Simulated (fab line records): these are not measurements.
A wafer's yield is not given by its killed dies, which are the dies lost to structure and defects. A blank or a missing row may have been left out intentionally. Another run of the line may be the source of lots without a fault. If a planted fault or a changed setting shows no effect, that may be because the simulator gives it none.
Matching of chambers :: flow n5Finfet :: 4 sister chambers for N5_BEOL_M12_ETCH_59 on rieDiel-04
The step etches BARC in N2/H2, target depth 89 nm, overetch 26.7 nm, time 67.9 s. 4 wafers are shown with their chamber, then 9 later ones without.

EACH WAFER AND ITS CHAMBER
wafer: L082.6
chamber: 2
drypumpMotorCurrentA (A): 4.9

wafer: L091.1
chamber: 0
drypumpMotorCurrentA (A): 6.7

wafer: L091.3
chamber: 3
drypumpMotorCurrentA (A): 4.9

wafer: L091.6
chamber: 1
drypumpMotorCurrentA (A): 5.7

WAFERS WHOSE CHAMBER IS MISSING
wafer: L094.1
drypumpMotorCurrentA (A): 5.7

wafer: L094.5
drypumpMotorCurrentA (A): 5.6

wafer: L094.6
drypumpMotorCurrentA (A): 6.7

wafer: L093.1
drypumpMotorCurrentA (A): 5.6

wafer: L093.4
drypumpMotorCurrentA (A): 6.7

wafer: L093.6
drypumpMotorCurrentA (A): 5.0

wafer: L097.1
drypumpMotorCurrentA (A): 4.9

wafer: L097.2
drypumpMotorCurrentA (A): 5.7

wafer: L097.4
drypumpMotorCurrentA (A): 6.7

CHAMBER TAKEN BY EACH
wafer: L094.1
from the rows above: 1
in truth: 1

wafer: L094.5
from the rows above: 1
in truth: 1

wafer: L094.6
from the rows above: 0
in truth: 0

wafer: L093.1
from the rows above: 1
in truth: 1

wafer: L093.4
from the rows above: 0
in truth: 0

wafer: L093.6
from the rows above: can't be placed: 2 or 3
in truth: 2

wafer: L097.1
from the rows above: can't be placed: 2 or 3
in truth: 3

wafer: L097.2
from the rows above: 1
in truth: 1

wafer: L097.4
from the rows above: 0
in truth: 0
Placed correctly: 7 of 9. Not placeable from these rows: 2 (in 2, the candidates include the true chamber). Placed wrongly: 0.
How it was worked out, from the rows above alone: a wafer's distance from a chamber is the root of the sum, over the readings, of the square of ((its reading less the chamber's mean) divided by the reading's scatter). If the next closest chamber is less than 2 further off than the closest, the wafer can't be placed; otherwise it belongs to the closest. For every chamber, the mean is computed from those of its wafers that are shown. The scatter (one wafer shown for each chamber): square how far every hidden wafer sits from the nearest shown wafer, average those squares and take the square root.
